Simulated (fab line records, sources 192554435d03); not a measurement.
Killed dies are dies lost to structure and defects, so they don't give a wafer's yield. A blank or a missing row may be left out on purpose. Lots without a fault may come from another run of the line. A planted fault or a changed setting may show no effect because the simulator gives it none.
Split-lot experiment | flow n5_finfet | 7 lots, 39 wafers read, on a route of 1938 steps

THE SPLIT
At N5_FIN_SAQP_HM_DEP_03 (deposits SiNx from SiH4/NH3/N2, target thk 38 nm, time 33.6 s), the setting target_thk_a was moved away from the recipe's 380 angstrom on 15 of the 39 wafers read, by -54.5% to +59.9%. The other wafers ran this setting at the recipe's value.

FROM THE SPLIT TO THE READING: what the file shows between them, 4 steps
- N5_FIN_SAQP_THK_MEAS_05
- N5_FIN_SAQP_PECVD_47: deposits a-Si from SiH4/He, target thk 45 nm, time 36.3 s
- N5_FIN_SAQP_PECVD_48: deposits SiNx from SiH4/NH3/N2, target thk 25 nm, time 22.1 s
- N5_FIN_SAQP_MANDREL2_REMOVE_60: chemistry HBr/Cl2/O2, target a-Si, stops on SiNx, bt time 10 s

THE READING
etch.depth_nm (the simulator's own value, which no gauge read), in nm, at N5_FIN_SAQP_HM_OPEN_33 (chemistry CH3F/O2, target SiNx, target depth 49.4 nm, time 70.6 s). The file gives no usual value for it. The 24 wafers here that ran the recipe average 37.55 nm, standard deviation 0.52 nm.

wafer  | tool, chamber at the split | target_thk_a as run, angstrom | against the recipe | etch.depth_nm, nm | against lot-mates on the recipe
L077.1 | pecvd-04, 0                | 380                           | recipe             | 37.28             | -
L077.2 | pecvd-04, 2                | 516.5                         | +35.9%             | 51.57             | +13.93
L077.3 | pecvd-04, 1                | 516.5                         | +35.9%             | 51.06             | +13.42
L077.4 | pecvd-04, 0                | 380                           | recipe             | 37.34             | -
L077.5 | pecvd-04, 2                | 380                           | recipe             | 38.29             | -
L077.6 | pecvd-04, 1                | 516.5                         | +35.9%             | 51.86             | +14.22
L079.1 | pecvd-03, 1                | 380                           | recipe             | 37.36             | -
L079.2 | pecvd-03, 0                | 380                           | recipe             | 37.63             | -
L079.3 | pecvd-03, 0                | 380                           | recipe             | 38.2              | -
L079.4 | pecvd-03, 1                | 380                           | recipe             | 37.75             | -
L079.5 | pecvd-03, 1                | 380                           | recipe             | 37.9              | -
L079.6 | pecvd-03, 0                | 380                           | recipe             | 38.01             | -
L082.1 | pecvd-03, 2                | 229.2                         | -39.7%             | 22.71             | -15.40
L082.2 | pecvd-03, 0                | 380                           | recipe             | 37.81             | -
L082.3 | pecvd-03, 1                | 229.2                         | -39.7%             | 22.58             | -15.53
L082.4 | pecvd-03, 0                | 380                           | recipe             | 38.66             | -
L082.5 | pecvd-03, 1                | 380                           | recipe             | 37.85             | -
L082.6 | pecvd-03, 2                | 229.2                         | -39.7%             | 22.89             | -15.22
L089.1 | pecvd-03, 2                | 380                           | recipe             | 37.17             | -
L089.2 | pecvd-03, 0                | 172.8                         | -54.5%             | 16.55             | -20.54
L089.3 | pecvd-03, 1                | 380                           | recipe             | 36.54             | -
L089.4 | pecvd-03, 2                | 380                           | recipe             | 37.55             | -
L089.5 | pecvd-03, 0                | 172.8                         | -54.5%             | 17.16             | -19.93
L089.6 | pecvd-03, 1                | 172.8                         | -54.5%             | 16.62             | -20.47
L093.1 | pecvd-03, 1                | 263.5                         | -30.7%             | 25.25             | -11.97
L093.2 | pecvd-03, 2                | 263.5                         | -30.7%             | 25.11             | -12.11
L093.3 | pecvd-03, 1                | 380                           | recipe             | 36.94             | -
L093.4 | pecvd-03, 2                | 263.5                         | -30.7%             | 25.63             | -11.59
L093.5 | pecvd-03, 1                | 380                           | recipe             | 37.25             | -
L093.6 | pecvd-03, 2                | 380                           | recipe             | 37.46             | -
L094.4 | pecvd-01, 2                | 380                           | recipe             | 37.96             | -
L094.5 | pecvd-01, 1                | 380                           | recipe             | 37.44             | -
L094.6 | pecvd-01, 0                | 380                           | recipe             | 37.15             | -
L097.1 | pecvd-03, 1                | 607.5                         | +59.9%             | 59.04             | +21.85
L097.2 | pecvd-03, 0                | 380                           | recipe             | 37.28             | -
L097.3 | pecvd-03, 2                | 380                           | recipe             | 36.38             | -
L097.4 | pecvd-03, 0                | 380                           | recipe             | 37.91             | -
L097.5 | pecvd-03, 2                | 607.5                         | +59.9%             | 59.86             | +22.67
L097.6 | pecvd-03, 1                | 607.5                         | +59.9%             | 60.08             | +22.89

THE FIT
A straight line over all 39 wafers: etch.depth_nm changes by +0.378 nm for each +1% of target_thk_a; r = +1.00; the points scatter about the line by 0.53 nm.
The same after taking each lot's own level away (the mean of its wafers on the recipe; 39 wafers): +0.379 nm for each +1%; r = +1.00; scatter 0.41 nm.
On that fit, the largest move of target_thk_a shifts the reading by 23 nm.
The lots' own levels span 37.087 to 38.107 nm, that is 2.0 times the standard deviation above.
So the lot-to-lot level changes the slope little: the two slopes agree.
Check: with one of the wafers moved furthest among these (+59.9%) left out of the fit, the line predicts +22.8 nm for it against its lot-mates. It came out at +21.9 nm against them.

OTHER SPLITS ON THESE WAFERS
These wafers also went through other splits before the reading. Each is held against what the fit with the lots' levels taken away leaves over:
other split on the same wafers           | wafers away from the commonest value | r with etch.depth_nm (lot level and that fit taken away)
N5_PMOS_HMC_CHANNEL_EPI_HM_DEP_34 time_s | 12                                   | +0.06

THE WHOLE CHAIN: every reading that the file lists as answering this split, in the file's order
step                    | what it does                                                      | reading                                                                            | change (the file's fit)               | r (the file's)
N5_FIN_SAQP_HM_DEP_03   | deposits SiNx from SiH4/NH3/N2, target thk 38 nm, time 33.6 s     | SiNx_of_FIN_SAQP_HM_DEP_03.thk_nm (the simulator's own value, which no gauge read) | +0.378 nm for each +1% of the setting | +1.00
N5_FIN_SAQP_THK_MEAS_05 |                                                                   | thk_nm                                                                             | withheld for each +1% of the setting  | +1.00
N5_FIN_SAQP_HM_OPEN_33  | chemistry CH3F/O2, target SiNx, target depth 49.4 nm, time 70.6 s | etch_rf_on_time_s                                                                  | withheld for each +1% of the setting  | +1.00
N5_FIN_SAQP_HM_OPEN_33  | chemistry CH3F/O2, target SiNx, target depth 49.4 nm, time 70.6 s | etch.depth_nm (the simulator's own value, which no gauge read)                     | +0.379 nm for each +1% of the setting | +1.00

THE FILE'S OWN FIT
etch.depth_nm changes by +0.379 nm for each +1% of target_thk_a, r = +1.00.
